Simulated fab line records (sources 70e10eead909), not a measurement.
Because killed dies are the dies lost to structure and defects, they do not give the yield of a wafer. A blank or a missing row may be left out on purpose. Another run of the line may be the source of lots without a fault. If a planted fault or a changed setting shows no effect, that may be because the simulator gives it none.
Matching of chambers :: flow nand harc :: NHARC_A_STAIRCASE_ETCH_271 on rie diel-10: 4 sister chambers
The step etches the open film in CF4/CHF3. 18 wafers are shown with their chamber, then 9 later ones without.

## WAFERS WITH THEIR CHAMBER
wafer: L074.1
chamber: 1
showerhead plenum p Torr (Torr): 1.67
drypump motor current A (A): 5.5
rf vpp V (V): 374.6

wafer: L074.2
chamber: 2
showerhead plenum p Torr (Torr): 1.69
drypump motor current A (A): 5.1
rf vpp V (V): 374.3

wafer: L074.6
chamber: 3
showerhead plenum p Torr (Torr): 1.59
drypump motor current A (A): 5.8
rf vpp V (V): 370.7

wafer: L077.2
chamber: 0
showerhead plenum p Torr (Torr): 1.69
drypump motor current A (A): 5.0
rf vpp V (V): 374.8

wafer: L077.4
chamber: 1
showerhead plenum p Torr (Torr): 1.67
drypump motor current A (A): 5.6
rf vpp V (V): 375.0

wafer: L077.5
chamber: 3
showerhead plenum p Torr (Torr): 1.59
drypump motor current A (A): 5.8
rf vpp V (V): 370.0

wafer: L081.1
chamber: 3
showerhead plenum p Torr (Torr): 1.59
drypump motor current A (A): 5.7
rf vpp V (V): 370.7

wafer: L081.4
chamber: 0
showerhead plenum p Torr (Torr): 1.69
drypump motor current A (A): 5.0
rf vpp V (V): 373.8

wafer: L081.5
chamber: 3
showerhead plenum p Torr (Torr): 1.59
drypump motor current A (A): 5.7
rf vpp V (V): 371.4

wafer: L085.2
chamber: 0
showerhead plenum p Torr (Torr): 1.68
drypump motor current A (A): 5.0
rf vpp V (V): 375.2

wafer: L085.3
chamber: 2
showerhead plenum p Torr (Torr): 1.68
drypump motor current A (A): 5.1
rf vpp V (V): 375.0

wafer: L085.6
chamber: 0
showerhead plenum p Torr (Torr): 1.68
drypump motor current A (A): 5.0
rf vpp V (V): 373.0

wafer: L088.2
chamber: 2
showerhead plenum p Torr (Torr): 1.68
drypump motor current A (A): 5.1
rf vpp V (V): 375.4

wafer: L088.5
chamber: 1
showerhead plenum p Torr (Torr): 1.67
drypump motor current A (A): 5.5
rf vpp V (V): 373.7

wafer: L088.6
chamber: 0
showerhead plenum p Torr (Torr): 1.68
drypump motor current A (A): 5.0
rf vpp V (V): 374.7

wafer: L091.2
chamber: 1
showerhead plenum p Torr (Torr): 1.67
drypump motor current A (A): 5.5
rf vpp V (V): 372.5

wafer: L091.3
chamber: 2
showerhead plenum p Torr (Torr): 1.68
drypump motor current A (A): 5.1
rf vpp V (V): 373.6

wafer: L091.4
chamber: 0
showerhead plenum p Torr (Torr): 1.68
drypump motor current A (A): 5.0
rf vpp V (V): 374.3

SIGNATURES (means of the wafers above)
reading: showerhead plenum p Torr
chamber 0: 1.6833
chamber 1: 1.6700
chamber 2: 1.6825
chamber 3: 1.5900
scatter within a chamber: 0.00386

reading: drypump motor current A
chamber 0: 5.000
chamber 1: 5.525
chamber 2: 5.100
chamber 3: 5.750
scatter within a chamber: 0.0354

reading: rf vpp V
chamber 0: 374.300
chamber 1: 373.950
chamber 2: 374.575
chamber 3: 370.700
scatter within a chamber: 0.833
Rule: for a wafer and a chamber, the distance is found by dividing, reading by reading, the gap between the wafer's reading and the chamber's mean by the reading's scatter, squaring, summing and taking the root. If the next closest chamber is less than 2 further off than the closest, the wafer can't be placed; otherwise it belongs to the closest. The scatter: take each reading less its chamber's mean, square it, sum over the shown wafers, divide by the number of wafers less the number of chambers, and take the root.

## WAFERS WHOSE CHAMBER IS MISSING
wafer: L092.2
showerhead plenum p Torr (Torr): 1.68
drypump motor current A (A): 5.0
rf vpp V (V): 374.7

wafer: L092.4
showerhead plenum p Torr (Torr): 1.68
drypump motor current A (A): 5.1
rf vpp V (V): 373.5

wafer: L092.6
showerhead plenum p Torr (Torr): 1.68
drypump motor current A (A): 5.0
rf vpp V (V): 374.2

wafer: L095.1
showerhead plenum p Torr (Torr): 1.66
drypump motor current A (A): 5.5
rf vpp V (V): 372.8

wafer: L095.2
showerhead plenum p Torr (Torr): 1.68
drypump motor current A (A): 5.0
rf vpp V (V): 373.2

wafer: L095.6
showerhead plenum p Torr (Torr): 1.66
drypump motor current A (A): 5.6
rf vpp V (V): 374.5

wafer: L096.1
showerhead plenum p Torr (Torr): 1.68
drypump motor current A (A): 5.1
rf vpp V (V): 372.5

wafer: L096.4
showerhead plenum p Torr (Torr): 1.66
drypump motor current A (A): 5.5
rf vpp V (V): 374.2

wafer: L096.6
showerhead plenum p Torr (Torr): 1.66
drypump motor current A (A): 5.5
rf vpp V (V): 374.3

## THE CHAMBER EACH PASSED THROUGH
wafer: L092.2
from the rows above: can't be placed: 0 or 2
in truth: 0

wafer: L092.4
from the rows above: can't be placed: 2 or 0
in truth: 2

wafer: L092.6
from the rows above: 0
in truth: 0

wafer: L095.1
from the rows above: 1
in truth: 1

wafer: L095.2
from the rows above: can't be placed: 0 or 2
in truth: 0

wafer: L095.6
from the rows above: 1
in truth: 1

wafer: L096.1
from the rows above: can't be placed: 2 or 0
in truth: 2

wafer: L096.4
from the rows above: 1
in truth: 1

wafer: L096.6
from the rows above: 1
in truth: 1
Correct placement for 5 of the 9. Not placeable from these rows: 4 (in 4, the candidates include the true chamber). 0 placed wrongly.
